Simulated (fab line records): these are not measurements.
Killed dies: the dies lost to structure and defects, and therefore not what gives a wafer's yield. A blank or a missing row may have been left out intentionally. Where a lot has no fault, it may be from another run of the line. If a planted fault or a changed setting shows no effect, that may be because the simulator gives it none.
A lot that was struck, set against a sound lot / flow nandHarc / 15 steps out of a route of 1302
Sound: wafers L797.1, L797.2, L797.3. Wafers struck: L784.1, L784.2, L784.6. The cause comes at the end.
Order at every step that has rows: each side's tool, ch and its chambers, its first start. Under that, the readings that differ: sound wafers / struck wafers / difference of the means / sigmas: that difference in standard deviations of wafers without a fault.
alike: same words and numbers on both sides, and readings whose means sit less than 2 such deviations apart. not compared: any withheld reading, any reading some wafer has no value for, any bound like >300 that may hide the same value, and any number with overlapping values for which the record gives no deviation.
The two part at a step that has a row with sigmas, a row that says differs or no value, or rows on one side only. Numbers that don't overlap but have no deviation are shown without sigmas and don't part them. A reading that every wafer of one side lacks parts them only if that side has two wafers or more.

NHARC_A_CONTACT_ETCH_138: etches the open film in C4F8/O2/Ar, time 311 s, target depth 1914 nm.
  sound on harCapEtch-01 ch 0,1, day 30 05:23; struck on harCapEtch-01 ch 0,1, day 25 06:53
  alike: oesAirLineAu
  not compared: rfHoursCounterH
NHARC_A_CONTACT_ETCH_139: etches the open film in C4F8/O2/Ar, time 195 s, target depth 840 nm.
  sound on harCapEtch-01 ch 0,1, day 30 05:40; struck on harCapEtch-01 ch 0,1, day 25 07:10
  alike: oesAirLineAu
  not compared: rfHoursCounterH
then, 1 step without rows for these wafers: NHARC_A_CONTACT_ETCH_92 (etches the open film in CH3F/O2, target depth 40 nm, time 85.7 s).
NHARC_A_CONTACT_ETCH_98: etches the open film in C4F6/O2, target depth 20 nm, time 10 s.
  sound on rieDiel-02 ch 0,1,2; struck on rieDiel-02 ch 1,2,3
  alike: c4f6FlowSccm, drypumpMotorCurrentA, oesProductAu, rfVppV, showerheadPlenumPTorr, throttleValvePct
  not compared: rfHoursCounterH
NHARC_A_CONTACT_CD_MEAS_15:
  sound: cdSem-01 at day 30 06:26; struck: cdSem-02 at day 25 07:57
  alike: cdNm
then, 3 steps without rows for these wafers: NHARC_A_CONTACT_STRIP_107 (strips in N2/H2); NHARC_A_CONTACT_STRIP_108 (strips in CF4/CHF3); NHARC_A_CONTACT_STRIP_109 (strips in O2/COS).
NHARC_A_CONTACT_ETCH_110: etches the open film in CF4/O2, target depth 60 nm, overetch 6 nm, time 33 s.
  sound on rieDiel-02 ch 0,2,3, day 30 06:44; struck on rieDiel-08 ch 0,1,2, day 25 08:14
  alike: drypumpMotorCurrentA, oesProductAu, rfVppV, showerheadPlenumPTorr, throttleValvePct
  not compared: rfHoursCounterH
NHARC_A_CONTACT_STRIP_26: strips in O2.
  sound on rieDiel-02 ch 0,1,2; struck on rieDiel-08 ch 1,2
  alike: drypumpMotorCurrentA, oesProductAu, rfVppV, showerheadPlenumPTorr, throttleValvePct
  not compared: rfHoursCounterH
then, 2 steps without rows for these wafers: NHARC_A_CONTACT_STRIP_27 (strips in post etch residue remover, time 600 s); NHARC_A_CONTACT_ALD_18 (deposits TiN, target thk 3 nm, pulse time 1 s, ald cycles 150).
NHARC_A_CONTACT_CVD_19: deposits W, target thk 300 nm, time 802 s.
  sound on cvdW-01 ch 0,1, day 30 07:37; struck on cvdW-01 ch 0,1, day 25 09:05
  no value came back on the struck wafers for chamberPressureTorr (Torr), heaterPowerOuterW (W), heaterPowerW (W), throttleValvePct (%); on the sound wafers chamberPressureTorr (Torr) reads 40.13 39.92 40.13
NHARC_A_CONTACT_CMP_20: polishes, t overpolish 30 s, target thk 300 nm.
  sound on cmp-04 ch 0,1,3, day 30 08:31; struck on cmp-02 ch 0,1, day 25 09:58
reading=timeToEndpointS (s); sound=57 62 56; struck=0 0 0; difference=-58; sigmas=-18
  alike: motorCurrentA, overpolishRunS
NHARC_END_SORT_01:
  only the struck wafers appear in the record here, on prober-02 ch 0 at day 27 08:49; the sound ones have no rows

## WHERE THEY PART
Earliest at NHARC_A_CONTACT_CVD_19; latest, in this record, at NHARC_END_SORT_01.

WHY: what the simulator had put in
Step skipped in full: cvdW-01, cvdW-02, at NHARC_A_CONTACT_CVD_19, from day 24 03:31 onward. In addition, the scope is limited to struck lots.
